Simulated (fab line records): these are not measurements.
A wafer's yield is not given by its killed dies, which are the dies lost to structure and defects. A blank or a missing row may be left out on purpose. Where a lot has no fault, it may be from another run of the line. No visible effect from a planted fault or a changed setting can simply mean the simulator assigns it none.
Chamber matching | flow nandHarc | NHARC_A_STAIRCASE_DEP_156 on pecvd-04: 3 sister chambers
The step deposits SiNx, target thk 50 nm. 16 wafers are shown with their chamber, then 8 later ones without.

WAFERS PAIRED WITH THEIR CHAMBERS
wafer  | chamber | heaterPowerW (W) | heaterPowerOuterW (W)
L076.1 | 0       | 618              | 370
L076.4 | 1       | 689              | 426
L076.5 | 2       | 688              | 441
L079.1 | 2       | 694              | 419
L079.4 | 0       | 609              | 368
L079.6 | 2       | 668              | 430
L083.3 | 2       | 687              | 418
L083.4 | 0       | 631              | 383
L083.6 | 2       | 667              | 411
L083.1 | 0       | 630              | 377
L083.2 | 1       | 680              | 400
L083.5 | 1       | 697              | 396
L089.1 | 1       | 657              | 404
L089.2 | 0       | 661              | 414
L089.6 | 2       | 567              | 342
L090.1 | 1       | 674              | 426

SIGNATURES, as means of the wafers listed above
reading           | chamber 0 | chamber 1 | chamber 2 | scatter within a chamber
heaterPowerW      | 629.80    | 679.40    | 661.83    | 32.7
heaterPowerOuterW | 382.40    | 410.40    | 410.17    | 25.4
Rule: distance of a wafer from a chamber = root of the sum over the readings of ((wafer's reading minus chamber's mean) / reading's scatter) squared. If the next closest chamber is less than 2 further off than the closest, the wafer can't be placed; otherwise it belongs to the closest. The scatter is the square root of a quotient: the sum, over the shown wafers, of each reading's squared deviation from its chamber's mean, divided by wafers minus chambers.

WAFERS MISSING THEIR CHAMBER
wafer  | heaterPowerW (W) | heaterPowerOuterW (W)
L090.4 | 575              | 336
L090.6 | 607              | 371
L093.1 | 675              | 421
L093.2 | 587              | 373
L093.5 | 649              | 417
L096.2 | 605              | 357
L096.4 | 721              | 456
L096.6 | 604              | 383

EACH ONE'S CHAMBER
wafer  | from the rows above          | in truth
L090.4 | can't be placed: 0 or 2 or 1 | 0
L090.6 | can't be placed: 0 or 2 or 1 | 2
L093.1 | can't be placed: 1 or 2 or 0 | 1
L093.2 | can't be placed: 0 or 2 or 1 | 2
L093.5 | can't be placed: 2 or 1 or 0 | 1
L096.2 | can't be placed: 0 or 2 or 1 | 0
L096.4 | can't be placed: 1 or 2 or 0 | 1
L096.6 | can't be placed: 0 or 2 or 1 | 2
Correct placement for 0 of the 8. Unplaceable from these rows: 8, with the true chamber sitting among the candidates in 8. 0 placed wrongly.
